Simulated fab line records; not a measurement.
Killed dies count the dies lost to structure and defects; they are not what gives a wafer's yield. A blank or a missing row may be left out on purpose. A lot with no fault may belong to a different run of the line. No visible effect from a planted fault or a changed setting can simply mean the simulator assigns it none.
Split-lot trial | flow n5 finfet | 7 lots, 39 wafers read, on a route of 1938 steps

ABOUT THE SPLIT
At N5_BEOL_M0_SAQP_SPACER1_ALD_98 (deposits SiO2, target thk 12.8 nm, pulse time 1 s, purge time 2 s), the setting ald cycles was moved away from the recipe's 138 on 12 of the 39 wafers read, by -54.3% to +53.6%. The other wafers ran this setting at the recipe's value.

FROM THE SPLIT TO THE READING: what the file shows between them, 2 steps
- N5_BEOL_M0_SAQP_SPACER1_ETCHBACK_99: etches SiO2 in CHF3/O2, target depth 15.4 nm, time 7.7 s
- N5_BEOL_M0_SAQP_MANDREL1_REMOVE_100: chemistry HBr/Cl2/O2, target a-Si, stops on SiNx, bt time 10 s

THE READING
cd nm at N5_BEOL_M0_SAQP_CD_MEAS_25, given in nm (cd target 13.1 nm). A value of 12.77 nm with a standard deviation of 0.2 nm is what fault-free wafers of this fab line usually give.

wafer  | tool, chamber at the split | ald cycles as run | against the recipe | cd nm, nm | against lot-mates on the recipe
L076.1 | ald sin-03, 3,2,0,2,1      | 138               | recipe             | 12.89     | -
L076.2 | ald sin-03, 3,2,0,2,1      | 138               | recipe             | 12.85     | -
L076.3 | ald sin-03, 1              | 138               | recipe             | 12.24     | -
L076.4 | ald sin-03, 3,2,0,2,1      | 138               | recipe             | 12.99     | -
L076.5 | ald sin-03, 3,2,0,2,1      | 138               | recipe             | 12.66     | -
L076.6 | ald sin-03, 3,2,0,2,1      | 138               | recipe             | 12.69     | -
L081.1 | ald sin-02, 2,3,3          | 196               | +42.0%             | 18.39     | +5.75
L081.2 | ald sin-02, 0              | 138               | recipe             | 12.54     | -
L081.3 | ald sin-02, 2,3,3          | 196               | +42.0%             | 18.50     | +5.86
L081.4 | ald sin-02, 0,2            | 138               | recipe             | 12.70     | -
L081.5 | ald sin-02, 0,2            | 138               | recipe             | 12.67     | -
L081.6 | ald sin-02, 2,3,3          | 196               | +42.0%             | 18.25     | +5.61
L082.1 | ald sin-03, 2,1,1          | 63                | -54.3%             | 5.64      | -6.99
L082.2 | ald sin-03, 2,1,1          | 63                | -54.3%             | 5.96      | -6.67
L082.3 | ald sin-03, 3,0,0          | 138               | recipe             | 12.45     | -
L082.4 | ald sin-03, 3,0,0          | 138               | recipe             | 12.78     | -
L082.5 | ald sin-03, 3,0,0          | 138               | recipe             | 12.65     | -
L082.6 | ald sin-03, 2,1,1          | 63                | -54.3%             | 5.63      | -7.00
L087.1 | ald sin-01, 3,2,1,0,2,1    | 138               | recipe             | 12.79     | -
L087.2 | ald sin-01, 3,2,1,0,2,1    | 138               | recipe             | 12.78     | -
L087.3 | ald sin-01, 3,2,1,0,2,1    | 138               | recipe             | 12.63     | -
L087.4 | ald sin-01, 3,2,1,0,2,1    | 138               | recipe             | 12.93     | -
L087.5 | ald sin-01, 3,2,1,0,2,1    | 138               | recipe             | 12.76     | -
L087.6 | ald sin-01, 3,2,1,0,2,1    | 138               | recipe             | 12.82     | -
L089.1 | ald sin-03, 3              | 174               | +26.1%             | 16.35     | +3.59
L089.2 | ald sin-03, 1,2,0          | 138               | recipe             | 12.68     | -
L089.3 | ald sin-03, 1,2,0          | 138               | recipe             | 12.71     | -
L089.4 | ald sin-03, 1,2,0          | 138               | recipe             | 12.88     | -
L089.5 | ald sin-03, 0,1            | 174               | +26.1%             | 16.08     | +3.32
L089.6 | ald sin-03, 0,1            | 174               | +26.1%             | 16.14     | +3.38
L092.1 | ald sin-02, 0,1,3          | 138               | recipe             | 13.14     | -
L092.2 | ald sin-02, 0,1,3          | 138               | recipe             | 12.78     | -
L092.4 | ald sin-02, 0,1,3          | 138               | recipe             | 12.69     | -
L093.1 | ald sin-01, 0,1,2          | 138               | recipe             | 12.66     | -
L093.2 | ald sin-01, 0,1,2          | 138               | recipe             | 12.55     | -
L093.3 | ald sin-01, 0,1,2          | 138               | recipe             | 12.68     | -
L093.4 | ald sin-01, 3,1            | 212               | +53.6%             | 19.51     | +6.88
L093.5 | ald sin-01, 2              | 212               | +53.6%             | 19.24     | +6.61
L093.6 | ald sin-01, 3,1            | 212               | +53.6%             | 19.61     | +6.98
The file does not say which wafer passed through which chamber wherever a row lists several chambers: such a row stands for several wafers.

FIT RESULTS
A straight line over all 39 wafers: cd nm changes by +0.129 nm for each +1% of ald cycles; r = +1.00; the points scatter about the line by 0.19 nm.
The same after taking each lot's own level away (the mean of its wafers on the recipe; 39 wafers): +0.129 nm for each +1%; r = +1.00; scatter 0.18 nm.
Per that fit: largest ald cycles move, reading shift of 7 nm.
Measured against the standard deviation above, the lots' own levels, which go from 12.627 to 12.870 nm, span 1.2 times it.
The two slopes agree, so the slope changes little with the lot-to-lot level.
Check: -6.99 nm against its lot-mates is what the line predicts for one of the wafers moved furthest among these (-54.3%) when that wafer is left out of the fit. Against them it came out at -6.99 nm.

OTHER SPLITS APPLIED TO THESE WAFERS
Other splits were also applied to these wafers ahead of the reading. Each is held against what the fit with the lots' levels taken away leaves over:
other split on the same wafers                    | wafers away from the commonest value | r with cd nm (lot level and that fit taken away)
N5_PMOS_HMC_CHANNEL_EPI_DEVELOP_08 develop time s | 15                                   | +0.37
N5_DUMMY_GATE_CVD_03 target thk a                 | 30                                   | -0.03
N5_SDB_ALD_29 ald cycles                          | 9                                    | +0.09
N5_HKMG_FIN_ETCH_86 target depth a                | 9                                    | -0.09

THE WHOLE CHAIN: every reading that the file lists as answering this split, in the file's order
step                                | what it does                                                      | reading                                                                                     | change (the file's fit)               | r (the file's)
N5_BEOL_M0_SAQP_SPACER1_ALD_98      | deposits SiO2, target thk 12.8 nm, pulse time 1 s, purge time 2 s | SiO2_of_BEOL_M0_SAQP_SPACER1_ALD_98.thk nm (the simulator's own value, which no gauge read) | +0.129 nm for each +1% of the setting | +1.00
N5_BEOL_M0_SAQP_MANDREL1_REMOVE_100 | chemistry HBr/Cl2/O2, target a-Si, stops on SiNx, bt time 10 s    | SiO2_of_BEOL_M0_SAQP_SPACER1_ALD_98.thk nm (the simulator's own value, which no gauge read) | +0.115 nm for each +1% of the setting | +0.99
N5_BEOL_M0_SAQP_MANDREL1_REMOVE_100 | chemistry HBr/Cl2/O2, target a-Si, stops on SiNx, bt time 10 s    | BEOL_M0_SAQP.cd nm (the simulator's own value, which no gauge read)                         | +0.128 nm for each +1% of the setting | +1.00
N5_BEOL_M0_SAQP_CD_MEAS_25          | target cd 13.1 nm                                                 | cd nm                                                                                       | +0.129 nm for each +1% of the setting | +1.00

FILE'S OWN FIT
cd nm changes by +0.129 nm for each +1% of ald cycles, r = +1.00.
